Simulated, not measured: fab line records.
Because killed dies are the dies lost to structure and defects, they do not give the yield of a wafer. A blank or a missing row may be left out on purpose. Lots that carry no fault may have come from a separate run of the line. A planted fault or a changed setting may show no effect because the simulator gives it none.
Matching of chambers	flow n5_finfet	N5_FIN_SAQP_SPACER1_ETCHBACK_25 on rie_diel-03 has 4 sister chambers
The step etches SiO2 in CHF3/O2, target depth 24.4 nm, time 12.2 s. 16 wafers are shown with their chamber, then 8 later ones without.

== WAFERS PAIRED WITH THEIR CHAMBERS ==
wafer	chamber	showerhead_plenum_p_Torr (Torr)	throttle_valve_pct (%)	drypump_motor_current_A (A)
L075.1	1	2.54	19.29	5.9
L075.4	0	2.39	18.82	4.9
L075.5	2	2.31	18.70	5.6
L077.3	0	2.39	18.83	4.9
L077.4	1	2.54	19.31	6.0
L077.5	3	2.29	18.73	6.1
L082.1	1	2.53	19.32	5.9
L082.4	0	2.39	18.83	4.9
L082.6	3	2.29	18.74	6.1
L083.1	3	2.29	18.75	6.1
L083.2	1	2.53	19.31	5.9
L083.6	3	2.29	18.76	6.1
L084.2	1	2.53	19.33	5.9
L084.4	0	2.38	18.84	4.9
L084.5	3	2.29	18.75	6.1
L090.1	0	2.38	18.87	4.8

SIGNATURES (means of the wafers above)
reading	chamber 0	chamber 1	chamber 2	chamber 3	scatter within a chamber
showerhead_plenum_p_Torr	2.3860	2.5340	2.3100	2.2900	0.00447
throttle_valve_pct	18.8380	19.3120	18.7000	18.7460	0.0155
drypump_motor_current_A	4.880	5.920	5.600	6.100	0.0365
Rule: a wafer lies at a distance from a chamber equal to the root of the sum of squares, over the readings, of (its reading less the chamber's mean, divided by the reading's scatter). If the next closest chamber is less than 2 further off than the closest, the wafer can't be placed; otherwise it belongs to the closest. How the scatter is found: for the shown wafers, subtract from each reading the mean of its chamber, square and add these, divide the total by (wafers less chambers), then take the root.

== WAFERS MISSING THEIR CHAMBER ==
wafer	showerhead_plenum_p_Torr (Torr)	throttle_valve_pct (%)	drypump_motor_current_A (A)
L090.2	2.28	18.79	6.1
L090.6	2.30	18.76	5.6
L093.3	2.52	19.37	5.9
L093.5	2.28	18.80	6.1
L093.6	2.38	18.89	4.9
L095.1	2.52	19.37	5.9
L095.2	2.28	18.80	6.1
L095.3	2.38	18.88	4.9

== CHAMBER TAKEN BY EACH ==
wafer	from the rows above	in truth
L090.2	3	3
L090.6	2	2
L093.3	1	1
L093.5	3	3
L093.6	0	0
L095.1	1	1
L095.2	3	3
L095.3	0	0
Placed correctly: 8 of 8. From these rows, 0 cannot be placed. 0 placed wrongly.
